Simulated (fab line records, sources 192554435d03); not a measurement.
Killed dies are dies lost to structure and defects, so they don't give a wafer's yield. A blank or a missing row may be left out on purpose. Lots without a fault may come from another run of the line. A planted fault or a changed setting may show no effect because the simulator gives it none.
Which tool did it? | flow n5_finfet | 12 lots, 36 wafers sampled, at 1 step of a route of 1938

WHAT THE GAUGES READ, wafer by wafer
N5_GATE_CUT_INSPECT_26: inspects for defects (darkfield).
lot  | measured     | on                | raw_defect_count
L075 | day 4 21:41  | defect_inspect-02 | 20 45 24
L077 | day 5 09:46  | defect_inspect-01 | 53 62 38
L079 | day 6 00:18  | defect_inspect-02 | 43 36 36
L081 | day 6 10:26  | defect_inspect-01 | 21 28 43
L083 | day 6 19:02  | defect_inspect-02 | 26 30 43
L085 | day 7 11:09  | defect_inspect-01 | 29 34 31
L087 | day 7 21:34  | defect_inspect-02 | 87 21 35
L089 | day 8 11:34  | defect_inspect-02 | 29 16 35
L091 | day 8 19:02  | defect_inspect-01 | 25 28 24
L093 | day 9 07:25  | defect_inspect-02 | 51 34 49
L095 | day 9 21:20  | defect_inspect-02 | 47 35 5
L097 | day 10 13:33 | defect_inspect-02 | 33 31 33

WHICH TOOL RAN EACH LOT (tool, then ch and the chambers of the sampled wafers, then the start)
The record holds no process step before these readings.

THE ANSWER, worked out from the rows above alone
Rule: what is usual is taken from the lots themselves. Put in order of their means at a reading, lots are off if they are a third of the lots or fewer, leave a main group of 4 or more, and stand apart from it by a gap of 3 or more times the standard deviation of the main group's means; of several such gaps the widest counts. A main group whose means are all the same, to the digits that the tables above print for the reading, isn't used. A lot without any number at a reading at which 4 lots or more have one is off too. The other lots that the step has rows for count as sound.
No lot is off at any reading shown: from this, nothing can be told.

WHAT THE SIMULATOR HAD PUT IN
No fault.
